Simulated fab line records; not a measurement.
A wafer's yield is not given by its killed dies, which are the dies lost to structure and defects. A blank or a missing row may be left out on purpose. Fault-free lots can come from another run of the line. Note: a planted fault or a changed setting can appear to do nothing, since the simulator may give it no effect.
Which tool did it?	flow nand_harc	Sampling: 11 lots, 33 wafers, 6 of 1159 route steps

## WHAT THE GAUGES SHOWED, per wafer
NHARC_P_STI_OCD_MEAS_43. Usual: trench_depth_nm 300 nm, standard deviation 5; trench_foot_cd_nm 157 nm, standard deviation 3.7.
lot	measured	on	trench_depth_nm (nm)	trench_foot_cd_nm (nm)	flag
L191	day 2 19:20	ocd-01	305 301 301	160 152 156	
L192	day 3 02:47	ocd-02	296 306 299	162 163 156	
L193	day 3 02:49	ocd-01	293 301 294	166 162 164	
L195	day 3 19:24	ocd-01	307 293 289	160 156 155	
L197	day 4 06:31	ocd-02	300 301 295	153 155 154	
L199	day 4 21:56	ocd-01	302 299 299	150 149 154	
L200	day 4 22:04	ocd-02	301 308 304	156 154 154	
L209	day 7 06:15	ocd-01	300 295 298	161 157 159	
L211	day 7 18:08	ocd-02	301 304 308	158 159 154	
L212	day 8 02:52	ocd-01	293 302 301	154 155 154	
L213	day 8 06:29	ocd-01	298 307 309	154 153 158	

NHARC_P_GATE_CD_MEAS_26: target cd 120 nm. Usual: cd_nm reads 120.5 nm (standard deviation 0.78).
lot	measured	on	cd_nm (nm)	flag
L191	day 4 15:19	cd_sem-03	120.0 120.3 121.4	
L192	day 5 07:52	cd_sem-03	120.5 120.3 120.6	
L193	day 5 07:42	cd_sem-01	120.5 120.4 120.1	
L195	day 6 00:57	cd_sem-01	120.9 119.1 120.5	
L197	day 6 04:17	cd_sem-03	121.5 121.1 121.6	
L199	day 6 20:15	cd_sem-01	120.4 120.4 120.8	
L200	day 6 21:21	cd_sem-03	107.9 107.1 106.9	OFF
L209	day 9 05:56	cd_sem-03	120.5 121.7 121.9	
L211	day 9 19:37	cd_sem-03	121.8 121.2 122.1	
L212	day 10 04:19	cd_sem-02	120.8 120.3 121.0	
L213	day 10 04:46	cd_sem-03	120.9 121.2 121.0	

NHARC_END_SORT_01. Usual: killed_at_array 25, standard deviation 10; killed_at_other 0.6, standard deviation 0.91; killed_at_periphery 3.6, standard deviation 2.9; killed_dies 29, standard deviation 10; killed_open 3.3, standard deviation 2; killed_short 1.9, standard deviation 1.5.
lot	measured	on	killed_at_array	killed_at_other	killed_at_periphery	killed_dies	killed_open	killed_short	flag
L200	day 21 19:29	prober-01	26 23 17	1 4 2	5 14 5	32 41 24	4 4 1	2 1 1	

## TOOL THAT RAN EACH LOT (tool first, then ch and the chambers of the sampled wafers, then the start)
lot	NHARC_P_STI_ETCH_31	NHARC_P_GATE_EXPOSE_23	NHARC_P_GATE_STRIP_108
L191	rie_diel-04 ch 0,1,2, day 2 19:20 or earlier	arfi_scanner-03 ch 0, day 4 15:11	rie_diel-12 ch 0,1,2, day 4 16:36
L192	rie_diel-04 ch 1,2, day 3 02:47 or earlier	arfi_scanner-03 ch 0, day 5 07:43	rie_diel-03 ch 0,1, day 5 08:43
L193	rie_diel-09 ch 2,3, day 3 02:49 or earlier	arfi_scanner-02 ch 0, day 5 07:34	rie_diel-03 ch 0,2, day 5 08:32
L195	rie_diel-01 ch 0,1,3, day 3 19:24 or earlier	arfi_scanner-02 ch 0, day 6 00:49	rie_diel-11 ch 2,3, day 6 01:53
L197	rie_diel-04 ch 1,2,3, day 4 06:31 or earlier	arfi_scanner-02 ch 0, day 6 04:08	rie_diel-11 ch 0,1,3, day 6 05:05
L199	rie_diel-09 ch 1,2,3, day 4 21:56 or earlier	arfi_scanner-01 ch 0, day 6 20:06	rie_diel-12 ch 0,1, day 6 21:11
L200	rie_diel-04 ch 0,2,3, day 4 22:04 or earlier	arfi_scanner-02 ch 0, day 6 21:13	rie_diel-11 ch 0,2,3, day 6 22:09
L209	rie_diel-04 ch 0,3, day 7 06:15 or earlier	arfi_scanner-03 ch 0, day 9 05:47	rie_diel-12 ch 2,3, day 9 06:47
L211	rie_diel-04 ch 0,1, day 7 18:08 or earlier	arfi_scanner-02 ch 0, day 9 19:28	rie_diel-12 ch 0,2, day 9 20:28
L212	rie_diel-04 ch 1,2,3, day 8 02:52 or earlier	arfi_scanner-01 ch 0, day 10 04:11	rie_diel-11 ch 1,3, day 10 05:38
L213	rie_diel-01 ch 1,2,3, day 8 06:29 or earlier	arfi_scanner-02 ch 0, day 10 04:38	rie_diel-12 ch 0,3, day 10 06:25
- NHARC_P_STI_ETCH_31: etches the open film in CF4/CHF3, target depth 108.9 nm, time 54.5 s.
- NHARC_P_GATE_EXPOSE_23: exposes mask P GATE, target cd 120 nm.
- NHARC_P_GATE_STRIP_108: strips in O2.

## WHAT THE TOOLS THEMSELVES READ (means of the sampled wafers that have a number; where no wafer has one, the mark that the record gives instead)
NHARC_P_STI_ETCH_31. Usual: chamber_pressure_mTorr 24.998 mTorr, standard deviation 0.022; drypump_motor_current_A 5.8 A, standard deviation 0.46; oes_product_au 0.959 a.u., standard deviation 0.02; rf_vpp_V 370.4 V, standard deviation 2.3; showerhead_plenum_p_Torr 1.57 Torr, standard deviation 0.068; throttle_valve_pct 16.802 %, standard deviation 0.0083.
lot	tool	chamber_pressure_mTorr (mTorr)	drypump_motor_current_A (A)	oes_product_au (a.u.)	rf_vpp_V (V)	showerhead_plenum_p_Torr (Torr)	throttle_valve_pct (%)	flag
L191	rie_diel-04	24.981	5.7	0.921	369.5	1.54	16.807	
L192	rie_diel-04	24.992	5.4	0.948	369.8	1.58	16.811	
L193	rie_diel-09	25.000	5.9	0.974	372.6	1.63	16.801	
L195	rie_diel-01	24.999	5.9	0.965	370.6	1.59	16.801	
L197	rie_diel-04	24.997	5.9	0.981	370.0	1.56	16.802	
L199	rie_diel-09	25.001	5.6	0.953	372.4	1.63	16.798	
L200	rie_diel-04	25.000	5.8	0.971	369.6	1.54	16.802	
L209	rie_diel-04	25.006	6.3	0.959	368.6	1.52	16.802	
L211	rie_diel-04	24.979	6.1	0.960	369.0	1.51	16.799	
L212	rie_diel-04	25.002	5.9	0.922	370.0	1.55	16.812	
L213	rie_diel-01	25.008	5.7	0.930	369.0	1.54	16.796	

NHARC_P_GATE_EXPOSE_23. Usual: stage_vel_mm_s 500.03 mm/s, standard deviation 0.27.
lot	tool	stage_vel_mm_s (mm/s)	flag
L191	arfi_scanner-03	499.93	
L192	arfi_scanner-03	499.97	
L193	arfi_scanner-02	500.21	
L195	arfi_scanner-02	500.16	
L197	arfi_scanner-02	499.98	
L199	arfi_scanner-01	500.52	
L200	arfi_scanner-02	500.32	
L209	arfi_scanner-03	499.85	
L211	arfi_scanner-02	499.83	
L212	arfi_scanner-01	500.09	
L213	arfi_scanner-02	500.15	

NHARC_P_GATE_STRIP_108. Usual: chamber_pressure_mTorr 60.01 mTorr, standard deviation 0.059; drypump_motor_current_A 6.0 A, standard deviation 0.41; oes_product_au 0.994 a.u., standard deviation 0.012; rf_vpp_V 57.8 V, standard deviation 0.9; showerhead_plenum_p_Torr 3.50 Torr, standard deviation 0.18; throttle_valve_pct 17.037 %, standard deviation 0.0091.
lot	tool	chamber_pressure_mTorr (mTorr)	drypump_motor_current_A (A)	oes_product_au (a.u.)	rf_vpp_V (V)	showerhead_plenum_p_Torr (Torr)	throttle_valve_pct (%)	flag
L191	rie_diel-12	60.03	5.8	1.007	58.0	3.47	17.030	
L192	rie_diel-03	59.98	6.0	0.996	57.5	3.47	17.030	
L193	rie_diel-03	60.04	5.8	0.988	57.8	3.60	17.036	
L195	rie_diel-11	60.01	6.5	0.993	58.0	3.34	17.044	
L197	rie_diel-11	59.98	6.0	0.987	58.3	3.52	17.043	
L199	rie_diel-12	59.97	6.0	1.009	58.8	3.56	17.023	
L200	rie_diel-11	60.04	6.2	0.997	56.8	3.34	17.039	
L209	rie_diel-12	60.01	5.5	0.997	56.8	3.46	17.037	
L211	rie_diel-12	60.02	5.9	0.984	57.9	3.58	17.029	
L212	rie_diel-11	60.02	6.3	1.006	57.6	3.48	17.034	
L213	rie_diel-12	60.00	5.9	0.986	57.8	3.66	17.025	

## THE ANSWER, worked out from the rows above alone
Rule: take the mean of a lot's wafers that have a number; if it is more than 3 standard deviations from the usual mean, the lot is off. A lot without any number at a reading at which 4 lots or more have one is off too. All remaining lots with rows at the step are treated as sound. Order of review: gauges by route order, followed by the tools' own readings, for which a lot's mean as printed above is used. The first step at which some lot is off is used, and at that step the reading that is off furthest; a lot without a number counts as furthest.
Off, at NHARC_P_GATE_CD_MEAS_26 on cd_nm: L200.
If a tool, at a process step before that reading, ran all the lots that are off and no sound lot after the first of them, it fits. Gauges at NHARC_P_GATE_CD_MEAS_26: tried the same way as those tools. NHARC_P_STI_ETCH_31 gives no start for some lots, so the hours and the order of its lots are those of NHARC_P_STI_OCD_MEAS_43. Of those tried, none fits.

## WHAT HAD BEEN PUT IN BY THE SIMULATOR
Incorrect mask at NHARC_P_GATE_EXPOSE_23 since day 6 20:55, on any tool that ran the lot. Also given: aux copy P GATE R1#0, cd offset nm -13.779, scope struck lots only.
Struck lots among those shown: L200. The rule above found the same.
